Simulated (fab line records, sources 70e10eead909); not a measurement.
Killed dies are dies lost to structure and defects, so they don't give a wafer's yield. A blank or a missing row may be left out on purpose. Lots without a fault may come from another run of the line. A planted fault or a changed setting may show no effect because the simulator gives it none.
Which tool did it? | flow nand_harc | 7 lots, 21 wafers sampled, at 4 steps of a route of 1302

WHAT THE GAUGES READ, wafer by wafer
NHARC_P_M0_THK_MEAS_24: measures by xrf.
lot  | measured     | on            | thk_nm (nm)
L877 | day 6 12:59  | film_metro-02 | 119.7 118.2 118.6
L880 | day 7 20:20  | film_metro-02 | 117.3 119.0 116.6
L882 | day 8 08:08  | film_metro-01 | 120.2 115.0 115.4
L884 | day 8 21:52  | film_metro-01 | 115.6 119.2 118.0
L888 | day 10 14:13 | film_metro-02 | 116.1 115.1 115.1
L895 | day 14 01:02 | film_metro-01 | 118.0 118.2 118.3
L897 | day 14 11:34 | film_metro-01 | 398.6 397.6 400.1

WHICH TOOL RAN EACH LOT (tool, then ch and the chambers of the sampled wafers, then the start)
lot  | NHARC_P_CONTACT_ALD_22              | NHARC_P_M0_DESCUM_14               | NHARC_P_M0_CMP_23
L877 | ald_metal-04 ch 0,1,3, day 6 08:24  | rie_diel-09 ch 1,2,3, day 6 10:38  | cmp-02 ch 1,3, day 6 12:42
L880 | ald_metal-01 ch 1,2,3, day 7 15:47  | rie_diel-02 ch 0,1,3, day 7 17:57  | cmp-02 ch 2,3, day 7 20:03
L882 | ald_metal-04 ch 0,1,2, day 8 03:23  | rie_diel-02 ch 0,1,2, day 8 05:49  | cmp-04 ch 0,1,3, day 8 07:49
L884 | ald_metal-01 ch 0,1,3, day 8 17:12  | rie_diel-05 ch 1,2,3, day 8 19:34  | cmp-04 ch 0,1,2, day 8 21:33
L888 | ald_metal-03 ch 1,2,3, day 10 09:43 | rie_diel-05 ch 0,1,2, day 10 11:55 | cmp-04 ch 2,3, day 10 13:53
L895 | ald_metal-03 ch 1,2,3, day 13 20:20 | rie_diel-09 ch 1,2,3, day 13 22:41 | cmp-01 ch 0,2,3, day 14 00:45
L897 | ald_metal-04 ch 0,1,2, day 14 06:40 | rie_diel-02 ch 0,1,2, day 14 08:54 | cmp-02 ch 0,1,3, day 14 11:15
- NHARC_P_CONTACT_ALD_22: deposits TiN, target thk 3 nm, pulse time 1 s, ald cycles 150.
- NHARC_P_M0_DESCUM_14: chemistry O2, time 3 s.
- NHARC_P_M0_CMP_23: polishes, t overpolish 20 s, target thk 117.54 nm.

THE ANSWER, worked out from the rows above alone
Rule: what is usual is taken from the lots themselves. Put in order of their means at a reading, lots are off if they are a third of the lots or fewer, leave a main group of 4 or more, and stand apart from it by a gap of 3 or more times the standard deviation of the main group's means; of several such gaps the widest counts. A main group whose means are all the same, to the digits that the tables above print for the reading, isn't used. A lot without any number at a reading at which 4 lots or more have one is off too. The other lots that the step has rows for count as sound.
Off: L897, at NHARC_P_M0_THK_MEAS_24 (thk_nm). The main group: mean 117.4 nm, standard deviation 1.1.
A tool fits if, at a process step before that reading, it ran every lot that is off, and no sound lot after the first of them. The gauges at NHARC_P_M0_THK_MEAS_24 are tried like those tools. Can't be told from this: 4 tools fit, ald_metal-04 at NHARC_P_CONTACT_ALD_22, rie_diel-02 at NHARC_P_M0_DESCUM_14, cmp-02 at NHARC_P_M0_CMP_23, film_metro-01 at NHARC_P_M0_THK_MEAS_24.

WHAT THE SIMULATOR HAD PUT IN
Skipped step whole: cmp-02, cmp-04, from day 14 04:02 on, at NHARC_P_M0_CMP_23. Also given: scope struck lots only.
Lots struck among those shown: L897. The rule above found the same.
